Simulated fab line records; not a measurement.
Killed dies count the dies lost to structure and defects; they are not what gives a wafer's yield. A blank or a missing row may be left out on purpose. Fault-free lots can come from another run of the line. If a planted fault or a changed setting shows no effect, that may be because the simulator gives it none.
Struck lot and sound lot, side by side -- flow n5-finfet -- 15 steps out of a route of 1938
Sound: wafers L801.1, L801.4, L801.6. The struck wafers were L812.2, L812.3, L812.5. The cause is named last.
Each step with rows lists, per side, the tool, then ch with its chambers, then its first start. Under that, the readings that differ: sound wafers -- struck wafers -- difference of the means -- sigmas: that difference in standard deviations of wafers without a fault.
alike: readings with means less than 2 such deviations apart, plus words and numbers identical on both sides. not compared: withheld readings, readings lacking a value on some wafer, bounds such as >300 that could conceal the same value, and numbers that have no deviation in the record and whose values overlap.
Wherever a step has rows on one side only, a row that says differs or no value, or a row with sigmas, the two part there. When numbers do not overlap yet have no deviation, they are printed without sigmas and do not part them. Lack of a reading on every wafer of one side parts them only where that side has two or more wafers.

first, 4 steps without rows for these wafers: N5_MIM_BOT_LITHO_EXPOSE_05 (exposes mask MIM BOT); N5_MIM_BOT_LITHO_PEB_06; N5_MIM_BOT_LITHO_DEVELOP_07 (develop time 60 s); N5_MIM_BOT_LITHO_HARDBAKE_09 (time 120 s).
N5_MIM_BOT_LITHO_CD_MEAS_08: target cd 3000 nm.
  sound on cd-sem-01 ch 0, day 13 09:25; struck on cd-sem-01 ch 0, day 16 05:36
  alike: cd-nm
N5_MIM_BOT_LITHO_OVL_MEAS_11:
  sound on overlay-01 ch 0, day 13 09:27; struck on overlay-01 ch 0, day 16 05:38
reading,sound,struck,difference,sigmas
MIM_BOT_OVL (nm),2 10 11,-6 -8 -5,-14,-3
N5_MIM_BOT_LITHO_INSPECT_12: inspects for defects (macro).
  sound on defect-inspect-02 at day 13 09:28; struck on defect-inspect-01 at day 16 05:39
  alike: raw-defect-count
N5_MIM_BOT_LITHO_DESCUM_10: chemistry O2, time 7.9 s.
  sound on rie-diel-02 ch 0,1, day 13 09:55; struck on rie-diel-02 ch 0,2,3, day 16 05:41
  alike: drypump-motor-current-A, oes-product-au, rf-fwd-power-W, rf-vpp-V, showerhead-plenum-p-Torr, temp-c, throttle-valve-pct
  not compared: rf-hours-counter-h
N5_MIM_BOT_ETCH_ETCH_04: etches SiNx in CF4/O2, target depth 26 nm, time 13 s.
  sound on rie-diel-02 ch 0,1, day 13 09:59; struck on rie-diel-02 ch 0,2,3, day 16 05:45
  alike: drypump-motor-current-A, mfc-ar-sccm, oes_f_703_au, oes_o_777_au, oes-product-au, rf-fwd-power-W, rf-vpp-V, showerhead-plenum-p-Torr, throttle-valve-pct
  not compared: rf-hours-counter-h
N5_MIM_BOT_ETCH_ETCH_03: etches the open film in Cl2/BCl3, target depth 12 nm.
  sound on rie-metal-02 ch 1, day 13 10:04; struck on rie-metal-02 ch 0,1, day 16 05:50
  alike: drypump-motor-current-A, oes-product-au, rf-fwd-power-W, throttle-valve-pct
  not compared: rf-hours-counter-h
N5_MIM_BOT_ETCH_ETCH_00: etches TiN in Cl2/BCl3, target depth 45.5 nm.
  sound on rie-metal-02 ch 1, day 13 10:10; struck on rie-metal-02 ch 0,1, day 16 05:56
  alike: drypump-motor-current-A, mfc-ar-sccm, oes-product-au, rf-fwd-power-W, throttle-valve-pct
  not compared: rf-hours-counter-h
N5_MIM_BOT_ETCH_STRIP_01: strips in O2.
  sound on rie-diel-02 ch 0,2,3, day 13 10:19; struck on rie-diel-06 ch 1,2,3, day 16 06:04
  alike: chamber-pressure-mTorr, drypump-motor-current-A, oes-product-au, rf-vpp-V, showerhead-plenum-p-Torr, temp-c, throttle-valve-pct
  not compared: rf-hours-counter-h
N5_MIM_BOT_ETCH_STRIP_02: strips in post etch residue remover, time 1200 s.
  sound on wet-bench-01 ch 0,2,6, day 13 10:23; struck on wet-bench-06 ch 1,4,5, day 16 06:08
  no value came back on the struck wafers for bath-guard-temp-C (C), bath-heat-duty-pct (%), temp-c (C); on the sound wafers bath-guard-temp-C (C) reads 73.0 72.7 72.3
then, 2 steps without rows for these wafers: N5_MIM_BOT_ETCH_CLEAN_05 (cleans in IPA, time 180 s); N5_PASSIVATION_PROBE_49.

WHERE THEY PART
First at N5_MIM_BOT_LITHO_OVL_MEAS_11; last, within this record, at N5_MIM_BOT_ETCH_STRIP_02.

WHY: what the simulator had put in
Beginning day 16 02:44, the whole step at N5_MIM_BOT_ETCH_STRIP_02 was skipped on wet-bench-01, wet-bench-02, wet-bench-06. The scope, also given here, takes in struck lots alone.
